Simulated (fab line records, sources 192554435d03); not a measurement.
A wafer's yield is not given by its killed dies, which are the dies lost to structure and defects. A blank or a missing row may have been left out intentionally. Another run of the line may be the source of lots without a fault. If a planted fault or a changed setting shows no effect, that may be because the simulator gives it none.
Matching of chambers / flow n5-finfet / rie-diel-04 running N5_WELL_APT_DESCUM_13: 4 sister chambers
The step chemistry O2, time 7.9 s. 18 wafers are shown with their chamber, then 9 later ones without.

WAFERS, EACH WITH ITS CHAMBER
wafer=L075.2; chamber=3; drypump-motor-current-A (A)=6.03; throttle-valve-pct (%)=20.73; showerhead-plenum-p-Torr (Torr)=1.98
wafer=L075.3; chamber=1; drypump-motor-current-A (A)=6.07; throttle-valve-pct (%)=20.63; showerhead-plenum-p-Torr (Torr)=2.15
wafer=L075.5; chamber=0; drypump-motor-current-A (A)=5.43; throttle-valve-pct (%)=20.32; showerhead-plenum-p-Torr (Torr)=2.09
wafer=L077.3; chamber=1; drypump-motor-current-A (A)=6.05; throttle-valve-pct (%)=20.63; showerhead-plenum-p-Torr (Torr)=2.15
wafer=L077.5; chamber=3; drypump-motor-current-A (A)=6.01; throttle-valve-pct (%)=20.75; showerhead-plenum-p-Torr (Torr)=1.98
wafer=L077.6; chamber=0; drypump-motor-current-A (A)=5.42; throttle-valve-pct (%)=20.33; showerhead-plenum-p-Torr (Torr)=2.09
wafer=L078.1; chamber=1; drypump-motor-current-A (A)=6.05; throttle-valve-pct (%)=20.62; showerhead-plenum-p-Torr (Torr)=2.15
wafer=L078.2; chamber=0; drypump-motor-current-A (A)=5.44; throttle-valve-pct (%)=20.32; showerhead-plenum-p-Torr (Torr)=2.09
wafer=L078.3; chamber=2; drypump-motor-current-A (A)=5.45; throttle-valve-pct (%)=20.84; showerhead-plenum-p-Torr (Torr)=2.00
wafer=L088.2; chamber=0; drypump-motor-current-A (A)=5.44; throttle-valve-pct (%)=20.37; showerhead-plenum-p-Torr (Torr)=2.08
wafer=L088.5; chamber=3; drypump-motor-current-A (A)=6.03; throttle-valve-pct (%)=20.38; showerhead-plenum-p-Torr (Torr)=2.24
wafer=L088.6; chamber=2; drypump-motor-current-A (A)=5.47; throttle-valve-pct (%)=20.86; showerhead-plenum-p-Torr (Torr)=1.99
wafer=L089.2; chamber=2; drypump-motor-current-A (A)=5.44; throttle-valve-pct (%)=20.87; showerhead-plenum-p-Torr (Torr)=1.99
wafer=L089.4; chamber=3; drypump-motor-current-A (A)=6.03; throttle-valve-pct (%)=20.39; showerhead-plenum-p-Torr (Torr)=2.24
wafer=L089.5; chamber=2; drypump-motor-current-A (A)=5.43; throttle-valve-pct (%)=20.86; showerhead-plenum-p-Torr (Torr)=1.99
wafer=L091.3; chamber=1; drypump-motor-current-A (A)=6.06; throttle-valve-pct (%)=20.65; showerhead-plenum-p-Torr (Torr)=2.13
wafer=L091.4; chamber=0; drypump-motor-current-A (A)=5.45; throttle-valve-pct (%)=20.37; showerhead-plenum-p-Torr (Torr)=2.08
wafer=L091.6; chamber=1; drypump-motor-current-A (A)=6.08; throttle-valve-pct (%)=20.66; showerhead-plenum-p-Torr (Torr)=2.14

SIGNATURES (means of the wafers above)
reading=drypump-motor-current-A; chamber 0=5.4360; chamber 1=6.0620; chamber 2=5.4475; chamber 3=6.0250; scatter within a chamber=0.013
reading=throttle-valve-pct; chamber 0=20.3420; chamber 1=20.6380; chamber 2=20.8575; chamber 3=20.5625; scatter within a chamber=0.0966
reading=showerhead-plenum-p-Torr; chamber 0=2.0860; chamber 1=2.1440; chamber 2=1.9925; chamber 3=2.1100; scatter within a chamber=0.0698
Rule: for a wafer and a chamber, the distance is found by dividing, reading by reading, the gap between the wafer's reading and the chamber's mean by the reading's scatter, squaring, summing and taking the root. The wafer belongs to the nearest chamber; if the next one is less than 2 further off, it can't be placed. The scatter: the root of (the sum of the squares of (reading less its chamber's mean) over the shown wafers, divided by (wafers less chambers)).

WAFERS WITHOUT THEIR CHAMBER
wafer=L092.4; drypump-motor-current-A (A)=6.02; throttle-valve-pct (%)=20.40; showerhead-plenum-p-Torr (Torr)=2.24
wafer=L092.5; drypump-motor-current-A (A)=5.45; throttle-valve-pct (%)=20.86; showerhead-plenum-p-Torr (Torr)=1.99
wafer=L092.6; drypump-motor-current-A (A)=6.07; throttle-valve-pct (%)=20.69; showerhead-plenum-p-Torr (Torr)=2.13
wafer=L093.1; drypump-motor-current-A (A)=5.44; throttle-valve-pct (%)=20.87; showerhead-plenum-p-Torr (Torr)=1.99
wafer=L093.2; drypump-motor-current-A (A)=6.01; throttle-valve-pct (%)=20.41; showerhead-plenum-p-Torr (Torr)=2.24
wafer=L093.4; drypump-motor-current-A (A)=5.43; throttle-valve-pct (%)=20.37; showerhead-plenum-p-Torr (Torr)=2.08
wafer=L096.3; drypump-motor-current-A (A)=5.41; throttle-valve-pct (%)=20.40; showerhead-plenum-p-Torr (Torr)=2.07
wafer=L096.5; drypump-motor-current-A (A)=5.46; throttle-valve-pct (%)=20.89; showerhead-plenum-p-Torr (Torr)=1.98
wafer=L096.6; drypump-motor-current-A (A)=5.41; throttle-valve-pct (%)=20.40; showerhead-plenum-p-Torr (Torr)=2.07

WHICH CHAMBER EACH WENT THROUGH
wafer=L092.4; from the rows above=can't be placed: 3 or 1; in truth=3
wafer=L092.5; from the rows above=2; in truth=2
wafer=L092.6; from the rows above=1; in truth=1
wafer=L093.1; from the rows above=2; in truth=2
wafer=L093.2; from the rows above=3; in truth=3
wafer=L093.4; from the rows above=0; in truth=0
wafer=L096.3; from the rows above=0; in truth=0
wafer=L096.5; from the rows above=2; in truth=2
wafer=L096.6; from the rows above=0; in truth=0
Placed correctly: 8 of 9. These rows do not allow placing 1 (true chamber among the candidates in 1). Wrongly placed: 0.
